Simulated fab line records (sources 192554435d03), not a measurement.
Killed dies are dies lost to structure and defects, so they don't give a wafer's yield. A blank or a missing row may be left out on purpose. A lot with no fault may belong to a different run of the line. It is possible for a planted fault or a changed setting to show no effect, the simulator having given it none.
Split-lot experiment || flow n5-finfet || 7 lots, 39 wafers read, on a route of 1938 steps

## SPLIT DETAILS
At N5_BEOL_M10_ILD_DEP_00 (deposits SiCOH lowk from DEMS/porogen, target thk 308.51 nm, time 58 s), the setting target-thk-a was moved away from the recipe's 3085.1 angstrom on 15 of the 39 wafers read, by -45.7% to +40.1%. This setting was run at the recipe's value on the other wafers.

## SPLIT TO READING: what lies between them in the file, 1 step
- N5_BEOL_M10_CURE_71: cures SiCOH lowk, time 240 s

## THE READING
M10_ILD_THK at N5_BEOL_M10_THK_MEAS_01, in nm. Fault-free wafers of this fab line usually give 266 nm, standard deviation 4.1 nm.

{"wafer": "L074.1", "tool, chamber at the split": "pecvd-01, 2", "target-thk-a as run, angstrom": 3085.1, "against the recipe": "recipe", "M10_ILD_THK, nm": 267, "against lot-mates on the recipe": "-"}
{"wafer": "L074.2", "tool, chamber at the split": "pecvd-01, 1", "target-thk-a as run, angstrom": 1676, "against the recipe": "-45.7%", "M10_ILD_THK, nm": 145, "against lot-mates on the recipe": -126}
{"wafer": "L074.3", "tool, chamber at the split": "pecvd-01, 0", "target-thk-a as run, angstrom": 1676, "against the recipe": "-45.7%", "M10_ILD_THK, nm": 148, "against lot-mates on the recipe": -123}
{"wafer": "L074.4", "tool, chamber at the split": "pecvd-01, 1", "target-thk-a as run, angstrom": 1676, "against the recipe": "-45.7%", "M10_ILD_THK, nm": 147, "against lot-mates on the recipe": -124}
{"wafer": "L074.5", "tool, chamber at the split": "pecvd-01, 2", "target-thk-a as run, angstrom": 3085.1, "against the recipe": "recipe", "M10_ILD_THK, nm": 269, "against lot-mates on the recipe": "-"}
{"wafer": "L074.6", "tool, chamber at the split": "pecvd-01, 0", "target-thk-a as run, angstrom": 3085.1, "against the recipe": "recipe", "M10_ILD_THK, nm": 277, "against lot-mates on the recipe": "-"}
{"wafer": "L075.1", "tool, chamber at the split": "pecvd-02, 0", "target-thk-a as run, angstrom": 3085.1, "against the recipe": "recipe", "M10_ILD_THK, nm": 262, "against lot-mates on the recipe": "-"}
{"wafer": "L075.3", "tool, chamber at the split": "pecvd-02, 0", "target-thk-a as run, angstrom": 3085.1, "against the recipe": "recipe", "M10_ILD_THK, nm": 266, "against lot-mates on the recipe": "-"}
{"wafer": "L075.4", "tool, chamber at the split": "pecvd-02, 1", "target-thk-a as run, angstrom": 3085.1, "against the recipe": "recipe", "M10_ILD_THK, nm": 266, "against lot-mates on the recipe": "-"}
{"wafer": "L080.1", "tool, chamber at the split": "pecvd-04, 2", "target-thk-a as run, angstrom": 3085.1, "against the recipe": "recipe", "M10_ILD_THK, nm": 262, "against lot-mates on the recipe": "-"}
{"wafer": "L080.2", "tool, chamber at the split": "pecvd-04, 0", "target-thk-a as run, angstrom": 3085.1, "against the recipe": "recipe", "M10_ILD_THK, nm": 267, "against lot-mates on the recipe": "-"}
{"wafer": "L080.3", "tool, chamber at the split": "pecvd-04, 1", "target-thk-a as run, angstrom": 3085.1, "against the recipe": "recipe", "M10_ILD_THK, nm": 259, "against lot-mates on the recipe": "-"}
{"wafer": "L080.4", "tool, chamber at the split": "pecvd-04, 1", "target-thk-a as run, angstrom": 3085.1, "against the recipe": "recipe", "M10_ILD_THK, nm": 267, "against lot-mates on the recipe": "-"}
{"wafer": "L080.5", "tool, chamber at the split": "pecvd-04, 2", "target-thk-a as run, angstrom": 3085.1, "against the recipe": "recipe", "M10_ILD_THK, nm": 265, "against lot-mates on the recipe": "-"}
{"wafer": "L080.6", "tool, chamber at the split": "pecvd-04, 0", "target-thk-a as run, angstrom": 3085.1, "against the recipe": "recipe", "M10_ILD_THK, nm": 271, "against lot-mates on the recipe": "-"}
{"wafer": "L078.1", "tool, chamber at the split": "pecvd-01, 2", "target-thk-a as run, angstrom": 3085.1, "against the recipe": "recipe", "M10_ILD_THK, nm": 270, "against lot-mates on the recipe": "-"}
{"wafer": "L078.2", "tool, chamber at the split": "pecvd-01, 1", "target-thk-a as run, angstrom": 3085.1, "against the recipe": "recipe", "M10_ILD_THK, nm": 267, "against lot-mates on the recipe": "-"}
{"wafer": "L078.3", "tool, chamber at the split": "pecvd-01, 0", "target-thk-a as run, angstrom": 4323, "against the recipe": "+40.1%", "M10_ILD_THK, nm": 380, "against lot-mates on the recipe": "+109"}
{"wafer": "L078.4", "tool, chamber at the split": "pecvd-01, 2,1", "target-thk-a as run, angstrom": 4323, "against the recipe": "+40.1%", "M10_ILD_THK, nm": 382, "against lot-mates on the recipe": "+111"}
{"wafer": "L078.5", "tool, chamber at the split": "pecvd-01, 2,1", "target-thk-a as run, angstrom": 4323, "against the recipe": "+40.1%", "M10_ILD_THK, nm": 382, "against lot-mates on the recipe": "+111"}
{"wafer": "L078.6", "tool, chamber at the split": "pecvd-01, 0", "target-thk-a as run, angstrom": 3085.1, "against the recipe": "recipe", "M10_ILD_THK, nm": 275, "against lot-mates on the recipe": "-"}
{"wafer": "L082.1", "tool, chamber at the split": "pecvd-01, 0", "target-thk-a as run, angstrom": 3085.1, "against the recipe": "recipe", "M10_ILD_THK, nm": 273, "against lot-mates on the recipe": "-"}
{"wafer": "L082.2", "tool, chamber at the split": "pecvd-01, 2", "target-thk-a as run, angstrom": 3085.1, "against the recipe": "recipe", "M10_ILD_THK, nm": 264, "against lot-mates on the recipe": "-"}
{"wafer": "L082.3", "tool, chamber at the split": "pecvd-01, 1", "target-thk-a as run, angstrom": 2579, "against the recipe": "-16.4%", "M10_ILD_THK, nm": 223, "against lot-mates on the recipe": -47}
{"wafer": "L082.4", "tool, chamber at the split": "pecvd-01, 2", "target-thk-a as run, angstrom": 2579, "against the recipe": "-16.4%", "M10_ILD_THK, nm": 223, "against lot-mates on the recipe": -47}
{"wafer": "L082.5", "tool, chamber at the split": "pecvd-01, 0", "target-thk-a as run, angstrom": 3085.1, "against the recipe": "recipe", "M10_ILD_THK, nm": 273, "against lot-mates on the recipe": "-"}
{"wafer": "L082.6", "tool, chamber at the split": "pecvd-01, 1", "target-thk-a as run, angstrom": 2579, "against the recipe": "-16.4%", "M10_ILD_THK, nm": 224, "against lot-mates on the recipe": -46}
{"wafer": "L091.1", "tool, chamber at the split": "pecvd-02, 1", "target-thk-a as run, angstrom": 4186, "against the recipe": "+35.7%", "M10_ILD_THK, nm": 361, "against lot-mates on the recipe": "+92"}
{"wafer": "L091.2", "tool, chamber at the split": "pecvd-02, 0", "target-thk-a as run, angstrom": 3085.1, "against the recipe": "recipe", "M10_ILD_THK, nm": 264, "against lot-mates on the recipe": "-"}
{"wafer": "L091.3", "tool, chamber at the split": "pecvd-02, 2", "target-thk-a as run, angstrom": 4186, "against the recipe": "+35.7%", "M10_ILD_THK, nm": 362, "against lot-mates on the recipe": "+93"}
{"wafer": "L091.4", "tool, chamber at the split": "pecvd-02, 2", "target-thk-a as run, angstrom": 3085.1, "against the recipe": "recipe", "M10_ILD_THK, nm": 272, "against lot-mates on the recipe": "-"}
{"wafer": "L091.5", "tool, chamber at the split": "pecvd-02, 0", "target-thk-a as run, angstrom": 3085.1, "against the recipe": "recipe", "M10_ILD_THK, nm": 270, "against lot-mates on the recipe": "-"}
{"wafer": "L091.6", "tool, chamber at the split": "pecvd-02, 1", "target-thk-a as run, angstrom": 4186, "against the recipe": "+35.7%", "M10_ILD_THK, nm": 366, "against lot-mates on the recipe": "+97"}
{"wafer": "L094.1", "tool, chamber at the split": "pecvd-02, 1", "target-thk-a as run, angstrom": 3085.1, "against the recipe": "recipe", "M10_ILD_THK, nm": 260, "against lot-mates on the recipe": "-"}
{"wafer": "L094.2", "tool, chamber at the split": "pecvd-02, 2", "target-thk-a as run, angstrom": 3085.1, "against the recipe": "recipe", "M10_ILD_THK, nm": 267, "against lot-mates on the recipe": "-"}
{"wafer": "L094.3", "tool, chamber at the split": "pecvd-02, 0", "target-thk-a as run, angstrom": 3624, "against the recipe": "+17.5%", "M10_ILD_THK, nm": 312, "against lot-mates on the recipe": "+46"}
{"wafer": "L094.4", "tool, chamber at the split": "pecvd-02, 0", "target-thk-a as run, angstrom": 3624, "against the recipe": "+17.5%", "M10_ILD_THK, nm": 316, "against lot-mates on the recipe": "+50"}
{"wafer": "L094.5", "tool, chamber at the split": "pecvd-02, 1", "target-thk-a as run, angstrom": 3624, "against the recipe": "+17.5%", "M10_ILD_THK, nm": 314, "against lot-mates on the recipe": "+48"}
{"wafer": "L094.6", "tool, chamber at the split": "pecvd-02, 2", "target-thk-a as run, angstrom": 3085.1, "against the recipe": "recipe", "M10_ILD_THK, nm": 271, "against lot-mates on the recipe": "-"}
If several chambers appear in one row, that row covers several wafers at once and the file leaves open which wafer was in which chamber.

FIT RESULTS
A straight line over all 39 wafers: M10_ILD_THK changes by +2.71 nm for each +1% of target-thk-a; r = +1.00; the points scatter about the line by 4.1 nm.
The same after taking each lot's own level away (the mean of its wafers on the recipe; 39 wafers): +2.72 nm for each +1%; r = +1.00; scatter 3.3 nm.
Per that fit: largest target-thk-a move, reading shift of 1.2e+02 nm.
The span of the lots' own levels, 264.7 to 271.0 nm, comes to 1.5 times the standard deviation stated above.
Hence the lot-to-lot level has little effect on the slope; both slopes agree.
Check: with one of the wafers moved furthest among these (-45.7%) left out of the fit, the line predicts -124 nm for it against its lot-mates. Against them it came out at -126 nm.

## THE OTHER SPLITS THESE WAFERS WENT THROUGH
These wafers also went through other splits before the reading. Each is held against what the fit with the lots' levels taken away leaves over:
{"other split on the same wafers": "N5_BEOL_M4_HM_DEP_02 target-thk-a", "wafers away from the commonest value": 15, "r with M10_ILD_THK (lot level and that fit taken away)": -0.06}
{"other split on the same wafers": "N5_BEOL_M7_ETCH_66 time-s", "wafers away from the commonest value": 12, "r with M10_ILD_THK (lot level and that fit taken away)": "+0.19"}

## THE WHOLE CHAIN: every reading that the file lists as answering this split, in the file's order
{"step": "N5_BEOL_M10_ILD_DEP_00", "what it does": "deposits SiCOH lowk from DEMS/porogen, target thk 308.51 nm, time 58 s", "reading": "SiCOH_lowk_of_BEOL_M10_ILD_DEP_00.thk-nm (the simulator's own value, which no gauge read)", "change (the file's fit)": "+3.08 nm for each +1% of the setting", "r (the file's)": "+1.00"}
{"step": "N5_BEOL_M10_CURE_71", "what it does": "cures SiCOH lowk, time 240 s", "reading": "SiCOH_lowk_of_BEOL_M10_ILD_DEP_00.thk-nm (the simulator's own value, which no gauge read)", "change (the file's fit)": "+2.72 nm for each +1% of the setting", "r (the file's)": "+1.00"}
{"step": "N5_BEOL_M10_THK_MEAS_01", "what it does": "", "reading": "M10_ILD_THK", "change (the file's fit)": "+2.72 for each +1% of the setting", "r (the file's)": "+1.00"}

## FILE'S OWN FIT
M10_ILD_THK changes by +2.72 nm for each +1% of target-thk-a, r = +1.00.
